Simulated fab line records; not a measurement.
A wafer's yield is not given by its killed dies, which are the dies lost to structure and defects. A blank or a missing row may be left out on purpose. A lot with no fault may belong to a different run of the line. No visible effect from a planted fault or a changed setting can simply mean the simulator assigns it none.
Chamber matching :: flow n5-finfet :: rie-diel-01 running N5_BEOL_M3_STRIP_19: 4 sister chambers
The step strips in O2. 16 wafers are shown with their chamber, then 8 later ones without.

EACH WAFER AND ITS CHAMBER
wafer: L074.3
chamber: 1
showerhead-plenum-p-Torr (Torr): 2.11
throttle-valve-pct (%): 16.71
drypump-motor-current-A (A): 6.3

wafer: L074.4
chamber: 2
showerhead-plenum-p-Torr (Torr): 2.22
throttle-valve-pct (%): 16.72
drypump-motor-current-A (A): 6.4

wafer: L074.5
chamber: 3
showerhead-plenum-p-Torr (Torr): 2.06
throttle-valve-pct (%): 16.67
drypump-motor-current-A (A): 5.9

wafer: L080.1
chamber: 3
showerhead-plenum-p-Torr (Torr): 2.06
throttle-valve-pct (%): 16.71
drypump-motor-current-A (A): 6.0

wafer: L080.2
chamber: 1
showerhead-plenum-p-Torr (Torr): 2.11
throttle-valve-pct (%): 16.75
drypump-motor-current-A (A): 6.2

wafer: L080.5
chamber: 2
showerhead-plenum-p-Torr (Torr): 2.21
throttle-valve-pct (%): 16.77
drypump-motor-current-A (A): 6.4

wafer: L083.1
chamber: 0
showerhead-plenum-p-Torr (Torr): 2.03
throttle-valve-pct (%): 17.03
drypump-motor-current-A (A): 6.6

wafer: L083.5
chamber: 2
showerhead-plenum-p-Torr (Torr): 2.21
throttle-valve-pct (%): 16.76
drypump-motor-current-A (A): 6.4

wafer: L083.6
chamber: 3
showerhead-plenum-p-Torr (Torr): 2.05
throttle-valve-pct (%): 16.70
drypump-motor-current-A (A): 6.0

wafer: L086.2
chamber: 3
showerhead-plenum-p-Torr (Torr): 2.05
throttle-valve-pct (%): 16.72
drypump-motor-current-A (A): 6.0

wafer: L086.3
chamber: 0
showerhead-plenum-p-Torr (Torr): 2.03
throttle-valve-pct (%): 17.04
drypump-motor-current-A (A): 6.6

wafer: L086.6
chamber: 0
showerhead-plenum-p-Torr (Torr): 2.03
throttle-valve-pct (%): 17.04
drypump-motor-current-A (A): 6.6

wafer: L087.3
chamber: 3
showerhead-plenum-p-Torr (Torr): 2.05
throttle-valve-pct (%): 16.72
drypump-motor-current-A (A): 6.0

wafer: L087.4
chamber: 0
showerhead-plenum-p-Torr (Torr): 2.03
throttle-valve-pct (%): 17.04
drypump-motor-current-A (A): 6.7

wafer: L087.6
chamber: 3
showerhead-plenum-p-Torr (Torr): 2.05
throttle-valve-pct (%): 16.71
drypump-motor-current-A (A): 6.0

wafer: L092.2
chamber: 1
showerhead-plenum-p-Torr (Torr): 2.10
throttle-valve-pct (%): 16.77
drypump-motor-current-A (A): 6.3

SIGNATURES (means of the wafers above)
reading: showerhead-plenum-p-Torr
chamber 0: 2.0300
chamber 1: 2.1067
chamber 2: 2.2133
chamber 3: 2.0533
scatter within a chamber: 0.00471

reading: throttle-valve-pct
chamber 0: 17.0375
chamber 1: 16.7433
chamber 2: 16.7500
chamber 3: 16.7050
scatter within a chamber: 0.0206

reading: drypump-motor-current-A
chamber 0: 6.625
chamber 1: 6.267
chamber 2: 6.400
chamber 3: 5.983
scatter within a chamber: 0.0433
Rule: for a wafer and a chamber, the distance is found by dividing, reading by reading, the gap between the wafer's reading and the chamber's mean by the reading's scatter, squaring, summing and taking the root. If the next closest chamber is less than 2 further off than the closest, the wafer can't be placed; otherwise it belongs to the closest. The scatter is the square root of a quotient: the sum, over the shown wafers, of each reading's squared deviation from its chamber's mean, divided by wafers minus chambers.

WAFERS WITH NO CHAMBER GIVEN
wafer: L092.3
showerhead-plenum-p-Torr (Torr): 2.03
throttle-valve-pct (%): 17.03
drypump-motor-current-A (A): 6.6

wafer: L092.4
showerhead-plenum-p-Torr (Torr): 2.03
throttle-valve-pct (%): 17.05
drypump-motor-current-A (A): 6.6

wafer: L091.1
showerhead-plenum-p-Torr (Torr): 2.05
throttle-valve-pct (%): 16.71
drypump-motor-current-A (A): 6.0

wafer: L091.3
showerhead-plenum-p-Torr (Torr): 2.03
throttle-valve-pct (%): 17.05
drypump-motor-current-A (A): 6.6

wafer: L091.4
showerhead-plenum-p-Torr (Torr): 2.10
throttle-valve-pct (%): 16.80
drypump-motor-current-A (A): 6.3

wafer: L097.1
showerhead-plenum-p-Torr (Torr): 2.02
throttle-valve-pct (%): 17.09
drypump-motor-current-A (A): 6.6

wafer: L097.2
showerhead-plenum-p-Torr (Torr): 2.21
throttle-valve-pct (%): 16.80
drypump-motor-current-A (A): 6.4

wafer: L097.6
showerhead-plenum-p-Torr (Torr): 2.05
throttle-valve-pct (%): 16.74
drypump-motor-current-A (A): 6.0

WHICH CHAMBER EACH ONE RAN IN
wafer: L092.3
from the rows above: 0
in truth: 0

wafer: L092.4
from the rows above: 0
in truth: 0

wafer: L091.1
from the rows above: 3
in truth: 3

wafer: L091.3
from the rows above: 0
in truth: 0

wafer: L091.4
from the rows above: 1
in truth: 1

wafer: L097.1
from the rows above: 0
in truth: 0

wafer: L097.2
from the rows above: 2
in truth: 2

wafer: L097.6
from the rows above: 3
in truth: 3
Placed correctly: 8 of 8. Number that these rows cannot place: 0. 0 placed wrongly.
